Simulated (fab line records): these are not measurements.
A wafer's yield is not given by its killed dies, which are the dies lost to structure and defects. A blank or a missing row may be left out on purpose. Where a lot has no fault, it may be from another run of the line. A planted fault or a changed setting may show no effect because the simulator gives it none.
Matching of chambers | flow n5_finfet | 4 sister chambers for N5_BEOL_M9_VIA_ETCH_34 on rie_diel-03
The step etches SiCOH lowk in C4F6/O2, target depth 182.4 nm, time 68.4 s. 4 wafers are shown with their chamber, then 6 later ones without.

## EACH WAFER AND ITS CHAMBER
wafer  | chamber | showerhead_plenum_p_Torr (Torr)
L876.1 | 1       | 2.91
L875.1 | 0       | 2.82
L878.1 | 2       | 2.86
L878.2 | 3       | 2.99

## WAFERS WITH NO CHAMBER GIVEN
wafer  | showerhead_plenum_p_Torr (Torr)
L883.2 | 2.90
L883.4 | 2.85
L883.5 | 2.98
L885.2 | 2.98
L885.3 | 2.90
L885.5 | 2.81

## WHICH CHAMBER EACH ONE RAN IN
wafer  | from the rows above | in truth
L883.2 | 1                   | 1
L883.4 | 2                   | 2
L883.5 | 3                   | 3
L885.2 | 3                   | 3
L885.3 | 1                   | 1
L885.5 | 0                   | 0
Correctly placed: 6 of 6. Number that these rows cannot place: 0. Placed wrongly: 0.
How it was worked out, from the rows above alone: a wafer's distance from a chamber is the root of the sum, over the readings, of the square of ((its reading less the chamber's mean) divided by the reading's scatter). The wafer belongs to the nearest chamber; if the next one is less than 2 further off, it can't be placed. For every chamber, the mean is computed from those of its wafers that are shown. The scatter (one wafer shown for each chamber): square how far every hidden wafer sits from the nearest shown wafer, average those squares and take the square root.
